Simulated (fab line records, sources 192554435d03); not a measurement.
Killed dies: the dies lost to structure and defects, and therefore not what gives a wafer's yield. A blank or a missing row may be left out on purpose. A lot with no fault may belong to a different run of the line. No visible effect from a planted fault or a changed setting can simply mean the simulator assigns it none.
Matching of chambers ; flow n5Finfet ; 4 sister chambers for N5_BEOL_M13_DESCUM_15 on rieDiel-03
The step chemistry O2, time 7.9 s. 4 wafers are shown with their chamber, then 9 later ones without.

## WAFERS, EACH WITH ITS CHAMBER
wafer;chamber;showerheadPlenumPTorr (Torr)
L086.3;3;1.99
L086.4;0;2.21
L087.3;1;2.09
L087.5;2;2.06

## WAFERS MISSING THEIR CHAMBER
wafer;showerheadPlenumPTorr (Torr)
L090.1;2.21
L090.5;1.98
L090.6;2.21
L093.3;2.09
L093.5;2.09
L093.6;2.06
L095.1;2.09
L095.2;1.98
L095.4;2.20

## CHAMBER TAKEN BY EACH
wafer;from the rows above;in truth
L090.1;0;0
L090.5;3;3
L090.6;0;0
L093.3;1;1
L093.5;1;1
L093.6;2;2
L095.1;1;1
L095.2;3;3
L095.4;0;0
Correct placement for 9 of the 9. Left unplaced by these rows: 0. Number placed wrongly: 0.
How it was worked out, from the rows above alone: a wafer's distance from a chamber is the root of the sum, over the readings, of the square of ((its reading less the chamber's mean) divided by the reading's scatter). If the next closest chamber is less than 2 further off than the closest, the wafer can't be placed; otherwise it belongs to the closest. The mean given for a chamber averages the wafers shown for that chamber. The scatter: with one shown wafer a chamber, the root of the mean of the squares of how far each hidden wafer lies from its nearest shown one.
